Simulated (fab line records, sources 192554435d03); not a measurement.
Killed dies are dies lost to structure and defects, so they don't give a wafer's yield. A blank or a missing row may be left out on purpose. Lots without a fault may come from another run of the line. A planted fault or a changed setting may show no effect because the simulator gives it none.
fab line records | flow n5_finfet
record lots=4 wafers=12 last_day=15
route steps=1938 shown BEOL_M6@1243 BEOL_M7@1263 PASSIVATION@1936
lots that met no fault: from a run of the same line without faults
start_h: hours from the record's first day to the start of the lot's first wafer shown | wait_h: hours since the lot's step before | " the same as in the row above | L1.1+2: a row that stands for several wafers | - no value, or no start given | * or withheld: withheld | < > ~ a bound
route shown NAME@n: a module of which the file shows steps, and the number in the route of the first | usual: mean/standard deviation of fault-free wafers | same: alike in all rows | chamber/n: place in a boat | sites: the reading at each site | _std_site: their standard deviation | _edge_site: outer sites' mean less inner sites' | radius_mm: how far each site lies from the wafer's centre | mask NAME#n: copy n | behind: the tool/chamber that last shaped the wafer | hold: why the lot was held/for how many hours/how that ended | device: the transistor (n, p or np) that didn't switch | end of line: the same wafers' tests at the end of the route | a step without rows: its recipe alone | killed: dies lost to structure and defects at the first sort, not the wafer's yield | map: a wafer's dies, x killed, . not, _ none there
set.NAME: the setting as run; set.NAME@STEP: as run at that earlier step | model.NAME: the simulator's own value behind a step, which no gauge read
lots at some steps of the route; a table a step, a row a wafer
## steps
# step N5_BEOL_M6_HM_STRIP_39
# recipe chemistry=peroxide_tin_strip material=TiN target_depth_a=250 temp_c=50 time_s=158
# step N5_BEOL_M6_SRD_40
# recipe time_s=30 temp_c=23 rinse_liquid=diw dry=ipa_marangoni
# step N5_BEOL_M6_PRECLEAN_42
# recipe chemistry=residue_remover time_s=60 temp_c=40
# step N5_BEOL_M6_SRD_43
# recipe time_s=30 temp_c=23 rinse_liquid=diw dry=ipa_marangoni
# step N5_BEOL_M6_CURE_75
# recipe temp_c=370 time_s=120 ambient=DMADMS/He material=SiCOH_lowk
# step N5_BEOL_M6_DEGAS_44
# recipe ambient=vacuum temp_c=250 time_s=60
# step N5_BEOL_M6_PRE_CLEAN_45
# recipe gas=H2/He time_s=30 temp_c=250
# step N5_BEOL_M6_ALD_77
# recipe material=TaN target_thk_a=20 temp_c=275 ald_precursor_family=PDMAT ald_co_reactant=NH3 pressure_torr=3 carrier_flow_sccm=1500 pulse_time_s=2 purge_time_s=3 co_reactant_purge_time_s=2 co_reactant_pulse_time_s=3 ald_cycles=40 precursor_vessel_temp_c=75 precursor_vessel_pressure_torr=26.25 precursor_vessel_carrier_sccm=1000
# step N5_BEOL_M6_SURFACE_TREAT_79
# recipe gas=Ar time_s=* ion_energy_ev=* ion_current_ma_cm2=0.5 pressure_mtorr=* ar_flow_sccm=30
# step N5_BEOL_M6_CVD_78
# recipe material=Co target_thk_a=20 temp_c=withheld precursor=CCTBA/H2 pressure_torr=30 time_s=142.3
# step N5_BEOL_M6_SPUTTER_48
# recipe material=Cu target_thk_a=100 temp_c=-20 bias_v=60 power_w=26000 chamber_pressure_pa=0.13 time_s=1.667
# step N5_BEOL_M6_ECD_50
# recipe material=Cu target_thk_a=3000
# columns lot.wafer tool chamber start_h wait_h
L285.1+2+4 ecd_cu-01 0,1,0 193.05 0.1
L286.2+3+6 ecd_cu-02 1,0,0 203.98 0.2
L296.1+4+6 ecd_cu-02 1,1,0 264.69 0.1
L300.2+3+4 ecd_cu-02 1,0,1 287.43 0.1
# step N5_BEOL_M6_ANNEAL_51
# recipe temp_c=225 time_s=90 ambient=N2
# step N5_BEOL_M6_CMP_52
# recipe stop_on=SiCOH_lowk t_overpolish_s=6.9 down_force_psi=1 platen_rpm=50 clearing_platen_down_force_psi=1.5 clearing_platen_rpm=50 post_cmp_clean=cu_alkaline target_thk_nm=80 clearing_platen_pad_velocity_m_s=0.99484 pad_velocity_m_s=0.99484
# step N5_BEOL_M6_PRE_CLEAN_55
# recipe gas=NH3 time_s=15 temp_c=withheld rf_power_w=300
# step N5_BEOL_M6_DEP_56
# recipe material=SiCN target_thk_a=100 temp_c=withheld precursor=3MS/NH3 pressure_torr=3 rf_w=202 time_s=17.5
# step N5_BEOL_M7_ILD_DEP_00
# recipe material=SiCOH_lowk target_thk_a=1797.5 temp_c=300 precursor=DEMS/porogen pressure_torr=5 rf_w=500 time_s=33.4
# step N5_BEOL_M7_CURE_74
# recipe temp_c=385 time_s=240 ambient=He/Ar material=SiCOH_lowk
# step N5_BEOL_M7_PECVD_70
# recipe material=SiO2 target_thk_a=200 temp_c=400 precursor=TEOS/O2 pressure_torr=5.5 rf_w=450 teos_flow_sccm=53.8 gas=O2 flow_sccm=3000 time_s=22.7
# step N5_BEOL_M7_HM_DEP_02
# recipe material=TiN target_thk_a=200 temp_c=25 chamber_pressure_pa=0.49996
# step N5_BEOL_M7_COAT_59
# recipe resist=SOC temp_c=250 time_s=60 spin_rpm=1500 resist_thk_nm=100
# step N5_BEOL_M7_COAT_60
# recipe resist=SiARC temp_c=220 time_s=60 spin_rpm=1500 resist_thk_nm=35
# step N5_BEOL_M7_COAT_05
# recipe resist=CAR-ArF spin_rpm=1500 resist_thk_nm=90
# step N5_BEOL_M7_EBR_07
# recipe solvent=PGMEA ebr_width_mm=1.5
# step N5_BEOL_M7_SOFTBAKE_06
# recipe temp_c=110 time_s=60 resist=CAR-ArF
# step N5_BEOL_M7_EXPOSE_08
# recipe mask_id=M7 na=1.35 source_shape=dipole sigma_inner=0.817 sigma_outer=0.97 polarization=te dose_mj=68.25
# step N5_BEOL_M7_PEB_09
# recipe peb_temp_c=withheld peb_time_s=60 resist=CAR-ArF
# step N5_BEOL_M7_DEVELOP_10
# recipe develop_time_s=30 developer=TMAH resist=CAR-ArF rinse_liquid=diw dry=air_spin dev_temp_c=23
# step N5_BEOL_M7_DESCUM_16
# recipe chemistry=O2 time_s=7.9 source_power_w=50 bias_power_w=20 pressure_mtorr=20 rf_frequency_hz=2.712e+07 temp_c=40 resist=CAR-ArF o2_flow_sccm=225
# step N5_BEOL_M7_ETCH_61
# recipe chemistry=CF4 target=SiARC target_depth_a=455 mask_material=CAR-ArF time_s=75.8 ion_energy_ev=80 pressure_mtorr=40 source_w=545 bias_w=36 Ar_flow_sccm=100 cf4_flow_sccm=100 ends=cleared
# step N5_BEOL_M7_ETCH_62
# recipe chemistry=N2/H2 target=SOC target_depth_a=1100 overetch_a=220 mask_material=SiARC temp_c=40 time_s=165 ion_energy_ev=200 pressure_mtorr=30 source_w=840 bias_w=150 n2_flow_sccm=200 h2_flow_sccm=200
# step N5_BEOL_M7_STRIP_68
# recipe chemistry=N2/H2 temp_c=40 n2_flow_sccm=200 h2_flow_sccm=200 rf_frequency_hz=6e+07
# step N5_BEOL_M7_STRIP_67
# recipe chemistry=CF4 resist=SiARC power_w=300 bias_power_w=75 pressure_mtorr=50 cf4_flow_sccm=150 rf_frequency_hz=6e+07
# step N5_BEOL_M7_HM_OPEN_17
# recipe chemistry=Cl2/BCl3 target_depth_a=200 overetch_a=60 target=TiN mask_material=SOC ion_energy_ev=150 pressure_mtorr=10 icp_w=1000 bias_w=126 Cl2_flow_sccm=53.25 bcl3_flow_sccm=21.75 Ar_flow_sccm=25
# step N5_PASSIVATION_PROBE_49
# usual defect_limited_yield=91.0/1.4 killed_at_M0_to_M3=36/11 killed_at_M4_up=13/5.4 killed_at_contacts=12/6.4 killed_at_front_end=41/13 killed_at_other=2.9/2.3 killed_dies=106/17 killed_on_rim=14/3.9 killed_open=70/12 killed_short=34/8.4 sort_bin_5_function=5.2/1 sort_bin_6_memory=3.4/0.63 sort_n_pass=1074/18 sort_yield_pct=91.0/1.6
# same gross_dies=1180 killed_at_back_side=0 sort_bin_4_leakage[%]=0 sort_bin_8_speed[%]=0
# columns lot.wafer tool chamber start_h wait_h defect_limited_yield[%] killed_at_M0_to_M3 killed_at_M4_up killed_at_contacts killed_at_front_end killed_at_other killed_dies killed_on_rim killed_open killed_short sort_bin_5_function[%] sort_bin_6_memory[%] sort_n_pass sort_yield_pct[%]
L285.1 prober-02 - 274.49 0.0 87.8 34 11 29 67 3 144 13 103 40 6.9 4.9 1036 87.8
L285.2 prober-02 - 274.54 0.1 91.0 31 6 20 44 5 106 15 68 37 5.0 3.6 1074 91.0
L285.4 prober-02 - 274.64 0.2 87.9 49 9 26 51 8 143 15 96 39 7.1 4.2 1037 87.9
L286.2 prober-01 - 287.71 0.1 91.8 24 11 22 33 7 97 13 65 32 4.6 3.5 1083 91.8
L286.3 prober-01 - 287.76 0.1 90.3 47 7 8 46 7 115 16 75 39 6.0 3.5 1065 90.3
L286.6 prober-01 - 287.91 0.3 91.8 38 10 6 42 1 97 14 62 34 5.0 3.1 1083 91.8
L296.1 prober-01 - 347.99 0.0 29.9 29 765 3 30 0 827 104 52 20 46.3 17.5 353 29.9
L296.4 prober-01 - 348.14 0.2 31.1 29 752 6 26 0 813 103 43 27 45.2 19.2 367 31.1
L296.6 prober-01 - 348.24 0.3 30.8 28 756 7 26 0 817 100 47 28 44.3 18.4 363 30.8
L300.2 prober-02 - 362.45 0.1 29.5 26 769 7 30 0 832 108 39 25 46.7 18.2 348 29.5
L300.3 prober-02 - 362.50 0.1 28.6 32 779 13 18 0 842 107 38 25 46.6 18.9 338 28.6
L300.4 prober-02 - 362.55 0.2 30.5 31 751 18 16 4 820 104 51 23 47.5 16.6 360 30.5
# killed by level:class
L285.1 MOL_CONTACT_COAG:geometric_particle:open=25 DUMMY_GATE:geometric_particle:open=12 FIN_SAQP:geometric_particle:open=10 BEOL_M2:geometric_particle:open=10 SPACER0:geometric_particle:open=8 BEOL_M0_SAQP:geometric_particle:open=8 FIN_SAQP:geometric_particle:short=7 STI_FIN_REVEAL:geometric_particle:open=6
L285.2 MOL_CONTACT_COAG:geometric_particle:open=17 DUMMY_GATE:geometric_particle:open=12 STI_FIN_REVEAL:geometric_particle:open=9 BEOL_M0_SAQP:geometric_particle:open=9 FIN_SAQP:geometric_particle:open=7 FIN_SAQP:geometric_particle:short=7 BEOL_M0_SAQP:geometric_particle:short=7 STI_FIN_REVEAL:geometric_particle:short=4
L285.4 MOL_CONTACT_COAG:geometric_particle:open=24 BEOL_M0_SAQP:geometric_particle:short=11 BEOL_M0_SAQP:geometric_particle:open=10 STI_FIN_REVEAL:geometric_particle:open=8 DUMMY_GATE:geometric_particle:open=8 HKMG_FIN:area_etch=8 BEOL_M1:geometric_particle:short=6 BEOL_M2:geometric_particle:open=6
L286.2 MOL_CONTACT_COAG:geometric_particle:open=17 FIN_SAQP:geometric_particle:short=9 FIN_SAQP:geometric_particle:open=8 BEOL_M0_SAQP:geometric_particle:open=8 MOL_CONTACT_COAG:geometric_particle:short=5 BEOL_M4:geometric_particle:open=5 DUMMY_GATE:geometric_particle:open=4 BEOL_M0_SAQP:geometric_particle:short=4
L286.3 BEOL_M0_SAQP:geometric_particle:short=19 FIN_SAQP:geometric_particle:open=11 BEOL_M0_SAQP:geometric_particle:open=10 STI_FIN_REVEAL:geometric_particle:open=9 BEOL_M3:geometric_particle:open=8 MOL_CONTACT_COAG:geometric_particle:open=6 BEOL_M1:geometric_particle:open=5 DUMMY_GATE:geometric_particle:open=4
L286.6 FIN_SAQP:geometric_particle:open=21 BEOL_M0_SAQP:geometric_particle:short=17 BEOL_M0_SAQP:geometric_particle:open=10 BEOL_M4:geometric_particle:open=6 GATE_CUT:geometric_particle:short=4 MOL_CONTACT_COAG:geometric_particle:open=4 BEOL_M1:geometric_particle:open=4 STARTING-WAFER:geometric_particle:open=4
L296.1 BEOL_M6:unspecified=754 FIN_SAQP:geometric_particle:open=8 GATE_CUT:geometric_particle:short=7 BEOL_M0_SAQP:geometric_particle:open=7 BEOL_M2:geometric_particle:open=7 BEOL_M1:geometric_particle:open=5 GATE_CUT:geometric_particle:open=4 BEOL_M3:geometric_particle:open=4
L296.4 BEOL_M6:unspecified=741 BEOL_M0_SAQP:geometric_particle:short=9 MOL_CONTACT_COAG:geometric_particle:open=6 FIN_SAQP:geometric_particle:open=5 FIN_SAQP:geometric_particle:short=5 BEOL_M0_SAQP:geometric_particle:open=5 STARTING-WAFER:geometric_particle:open=5 BEOL_M4:geometric_particle:open=4
L296.6 BEOL_M6:unspecified=741 BEOL_M0_SAQP:geometric_particle:short=9 MOL_CONTACT_COAG:geometric_particle:open=6 BEOL_M2:geometric_particle:open=6 FIN_SAQP:geometric_particle:open=5 BEOL_M5:geometric_particle:open=5 BEOL_M5:geometric_particle:short=5 GATE_CUT:geometric_particle:open=4
L300.2 BEOL_M6:unspecified=768 STI_FIN_REVEAL:geometric_particle:open=7 BEOL_M0_SAQP:geometric_particle:open=7 BEOL_M0_SAQP:geometric_particle:short=6 GATE_CUT:geometric_particle:short=5 MOL_CONTACT_COAG:geometric_particle:open=5 BEOL_M3:geometric_particle:open=5 FIN_SAQP:geometric_particle:open=4
L300.3 BEOL_M6:unspecified=777 MOL_CONTACT_COAG:geometric_particle:open=11 BEOL_M0_SAQP:geometric_particle:short=10 BEOL_M0_SAQP:geometric_particle:open=8 BEOL_M3:geometric_particle:open=5 BEOL_M2:geometric_particle:open=4 FIN_SAQP:geometric_particle:open=3 FIN_SAQP:geometric_particle:short=3
L300.4 BEOL_M6:unspecified=745 MOL_CONTACT_COAG:geometric_particle:open=14 BEOL_M0_SAQP:geometric_particle:short=10 BEOL_M0_SAQP:geometric_particle:open=8 BEOL_M2:geometric_particle:open=5 BEOL_M4:geometric_particle:open=5 FIN_SAQP:geometric_particle:open=4 MOL_CONTACT_COAG:geometric_particle:short=4
# map L296.1 (x killed, . not)
_________________xxxx..xx.xxx________________
______________xxxxx.xxxx.xx.xxxx_____________
___________xxxxxx.xx.x.xxx.xxxx..xx__________
__________.xxxxxxxx.xxxxxxxxx.xxxx.x_________
________..xxx.xx.xx.x..x.x.xx.xxxx..x._______
_______xxx.x...xxx.xxxxxxxxx.xxxx.xxxx.______
______.xx.x.xxxxx....xx.x.xxxxxxxxxxxxxx_____
_____xxxxxxxxxxxx.xxxxxxx..xxxxx..xxxxxxx____
____.xxxxxxxx.x.x..xxx.xxx.xxxx....xxx..x.___
___x.xx.xxxx.xx...xxxxx.x.x.xx.xx.x.xxx.xxx__
___x..xxxxx.xxxxx.xxx.xxxx.xx.xx.xx.xxxx.xx__
__xxxx..xxxxx.xx.xx.x.x.xxxxxxxxx.xxxxxxx..x_
__xx.xxx.xxx.xx...xxxxxxxx.xx.x.xxxxxxxxx.xx_
_x.xx..x.xxxxxx.xx.xxxxx.xxx.x..x.xx.x.xxxx..
_xxxxx.x..xxxx..xxxxx..x.x.x..xx.x.xxxx...xxx
_xxxx.xxx.xxx.xxxxxxxxx.xxxxxxx.xxx.xxxxxxxxx
_..x..x.xxxxxxxxx.xxxx.xxx.xx....xxx.x.xxx...
_xx..xxxxx.xx.x.x...x.x.xxxxx.xxx..xxx..xxxxx
_x.xxxxxx..xx.x.xxx.xxxxxxxxxxxx...xxx.xx..xx
_.xxxx..xxxx.xxxxxx..xxx.xx.x..xxxxxx.xxxx.xx
_.xxxx.x...x.xxxxx.xxxx...xxxxxx.x.xxxxxx.x.x
__xx.xxx..xxx.xxx.x..x..x.xxxxxxxx.xxxx.x.xx_
__x.x.xx..xx....xxx.xxx...xxxxxxxx.xxxxxxxxx_
___..x.x.x..xxx..xx.xxxxx.x..x.xxxxx..xxxxx__
___x.xxxx..xxxx....xx.x.xxxxx..x.xxx.x...x.__
____xx..xxxxxxxx..xx.x.xxx..x.xxxxxxx.xxxx___
_____....xxxxxxxxxx.xxxxxxx.x...x.xx..x.x____
______xxxxxxxx..x.xxxxx.xx.xx.xxxx.x...._____
_______.xxxx.xxxx.xx.xxxxx.xxxxxxx.x.xx______
________....x..x.xxxxxx.x.xxxxxxx..xxx_______
__________.xx..xx.xxx...xxxxxxx.xxxx_________
___________.xxxxxxx...x.x..x.x.xx..__________
______________.x..xxxx.x.xx.xx.x_____________
_________________xxxxx.xx.xxx________________
# map L300.3 (x killed, . not)
_________________.xxx.xx.x.x.________________
______________.xx.xxxx.xx.x...xx_____________
___________.xxx.xxxxx.xxx...xx.x.xx__________
__________xxxxxxxx.xxxxxx.xx.x.xx.xx_________
________.xxxxxx.xxxxxxx..x.xxxxxxxx.xx_______
_______xxx.xxxxx.xx..xxxxx.xx.xxxx.x.xx______
______xx.x.xxx.xxx.xxx.xxx.xxx.xxx.x...x_____
_____xxxx...xx.xxxx..xx.xx.xxx.xxxxx.xxx.____
____xxx.xxx.xxxxx.xxx.xxxx.xxxxxx.xxxxxx.x___
___xx.x.xx.xxxxxxxx.xx.x..xx.x.x..xxxx.xxx.__
___xx.xxxxx.xx.x.xxx.x.xxx.xxx.x.x...xxxxxx__
__.xx.xx.xxx.xxxxxxxxx.xxxx.x.xxxx.xxx.xxxxx_
__...xx.xxxxx.xxxxx...xxxx.xx.xxxx.xxxx....._
_xxxxxxxx.x.xxxxxxx.....xxxxxxxx..xx.xx..xxx.
_xxxxxxx..xx.xxxxxxxx.xx.xxx...xxx.xxxx.xxxx.
_x...x.x.xxxxxxxxxx.xx.xxxx.xx.xxxx.xxxxx.x.x
_x.xxxx.xxx..xxx.x.xxxx..xxxxxxxxxxx..x...xxx
_xxxxx.xxxxxxxxx.xxxxxx.xx..xx..xxxxx.xxxx.x.
_xxxxxxx.xx.xxxx.x...xxx.xxxxxxxx.x.xx..xx.x.
_xx.xxxx.xxxx...xxxx..x.xxxxxxxxxxxxxxx.xx.xx
_xx.x.x..xxx...xxx.xxxxx.xx.xx.xxxxxxxx.x..x.
__x.xxx.xx..xxxxx..x.xxxx.xx.xx.xxxx.xxxxx.._
__.x.xxxxxxx..xxx.xx.x.x....xxx..xxx.xxx.x.x_
___xxx.x.xx.xxx.x.xxx.xx...xxxxxx.xxxxxx..x__
___xxxxxx..xxxxxxxx.x.x.xx.x.x....xxxxx.xxx__
____.x...xxxx..xxxxxxxxxxxxxxxxxxx.xxxxxx.___
_____xxxx..x.xxx.xx..xxxx.xx.xxxxx.xx.xxx____
______x.xxxx..xxxxx.x.xx.x.x.xxxxxx.xx.x_____
_______xxxxxxx.x..xx.xxxx.xxxxxx.xxx.x.______
________xxx.xxxxx..xxxxxx.x.x.x.xx...x_______
__________....xxxxxx.x.x.xx.x.xxx.xx_________
___________.xxx..xxx.xxx.xxxxxxx.x.__________
______________xxx.xxxx.xxxx.xx.x_____________
_________________.xxxxxx.x.xx________________
## key
first_sign step=N5_PASSIVATION_PROBE_49 reading=killed_at_M4_up direction=up sigmas=99+ usual=13 struck=762
effect step=N5_PASSIVATION_PROBE_49 reading=defect_limited_yield direction=down sigmas=42 usual=91.0 struck=30.1
more_kills_born_at N5_BEOL_M6_ECD_50@ecd_cu-02=4526
met_at N5_BEOL_M6_ECD_50
struck_wafers L296.1,L296.4,L296.6,L300.2,L300.3,L300.4
onset_between 203.98 264.69
also_fits time
fault kind=chamber_particle_source tool=ecd_cu-02 chamber=- onset_h=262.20 steps=N5_BEOL_M6_ECD_50 rate_per_visit_cm2=2.0051 end_h=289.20
